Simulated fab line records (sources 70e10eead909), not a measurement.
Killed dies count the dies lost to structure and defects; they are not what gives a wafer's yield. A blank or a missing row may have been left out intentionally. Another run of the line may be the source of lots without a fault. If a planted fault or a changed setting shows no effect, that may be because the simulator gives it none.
Matching of chambers || flow nandHarc || NHARC_A_CHANNEL_FILL_D2_ALD_25 on aldHk-02: 4 sister chambers
The step deposits SiOx, target thk 60 nm, pulse time 10 s, ald cycles 600. 8 wafers are shown with their chamber, then 11 later ones without.

WAFERS PAIRED WITH THEIR CHAMBERS
{"wafer": "L083.6", "chamber": 0, "heaterPowerW (W)": 480, "precursorPulseHeightRel": 0.994}
{"wafer": "L085.3", "chamber": 0, "heaterPowerW (W)": 474, "precursorPulseHeightRel": 0.985}
{"wafer": "L085.2", "chamber": 3, "heaterPowerW (W)": 432, "precursorPulseHeightRel": 1.008}
{"wafer": "L088.2", "chamber": 3, "heaterPowerW (W)": 410, "precursorPulseHeightRel": 1.004}
{"wafer": "L088.5", "chamber": 1, "heaterPowerW (W)": 367, "precursorPulseHeightRel": 0.976}
{"wafer": "L093.5", "chamber": 2, "heaterPowerW (W)": 386, "precursorPulseHeightRel": 1.007}
{"wafer": "L093.6", "chamber": 1, "heaterPowerW (W)": 367, "precursorPulseHeightRel": 0.961}
{"wafer": "L094.2", "chamber": 2, "heaterPowerW (W)": 356, "precursorPulseHeightRel": 0.985}

WAFERS WHOSE CHAMBER IS MISSING
{"wafer": "L094.4", "heaterPowerW (W)": 414, "precursorPulseHeightRel": 1.000}
{"wafer": "L094.6", "heaterPowerW (W)": 377, "precursorPulseHeightRel": 1.003}
{"wafer": "L095.2", "heaterPowerW (W)": 368, "precursorPulseHeightRel": 1.015}
{"wafer": "L095.4", "heaterPowerW (W)": 405, "precursorPulseHeightRel": 1.017}
{"wafer": "L095.6", "heaterPowerW (W)": 367, "precursorPulseHeightRel": 0.981}
{"wafer": "L097.4", "heaterPowerW (W)": 370, "precursorPulseHeightRel": 1.021}
{"wafer": "L097.2", "heaterPowerW (W)": 356, "precursorPulseHeightRel": 0.967}
{"wafer": "L097.6", "heaterPowerW (W)": 369, "precursorPulseHeightRel": 1.016}
{"wafer": "L096.1", "heaterPowerW (W)": 398, "precursorPulseHeightRel": 1.016}
{"wafer": "L096.2", "heaterPowerW (W)": 369, "precursorPulseHeightRel": 0.991}
{"wafer": "L096.3", "heaterPowerW (W)": 365, "precursorPulseHeightRel": 1.001}

WHICH CHAMBER EACH WENT THROUGH
{"wafer": "L094.4", "from the rows above": 3, "in truth": 3}
{"wafer": "L094.6", "from the rows above": 2, "in truth": 2}
{"wafer": "L095.2", "from the rows above": 2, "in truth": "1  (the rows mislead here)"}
{"wafer": "L095.4", "from the rows above": "can't be placed: 3 or 2", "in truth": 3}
{"wafer": "L095.6", "from the rows above": "can't be placed: 1 or 2", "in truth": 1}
{"wafer": "L097.4", "from the rows above": "can't be placed: 2 or 3", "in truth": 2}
{"wafer": "L097.2", "from the rows above": 1, "in truth": 1}
{"wafer": "L097.6", "from the rows above": 2, "in truth": 2}
{"wafer": "L096.1", "from the rows above": "can't be placed: 3 or 2", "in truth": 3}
{"wafer": "L096.2", "from the rows above": "can't be placed: 2 or 1", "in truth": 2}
{"wafer": "L096.3", "from the rows above": 2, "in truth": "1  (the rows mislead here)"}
Placed correctly: 4 of 11. These rows do not allow placing 5 (true chamber among the candidates in 5). 2 placed wrongly.
How it was worked out, from the rows above alone: a wafer's distance from a chamber is the root of the sum, over the readings, of the square of ((its reading less the chamber's mean) divided by the reading's scatter). The wafer belongs to the nearest chamber; if the next one is less than 2 further off, it can't be placed. A chamber's mean is the mean of its shown wafers. The scatter: take each reading less its chamber's mean, square it, sum over the shown wafers, divide by the number of wafers less the number of chambers, and take the root.
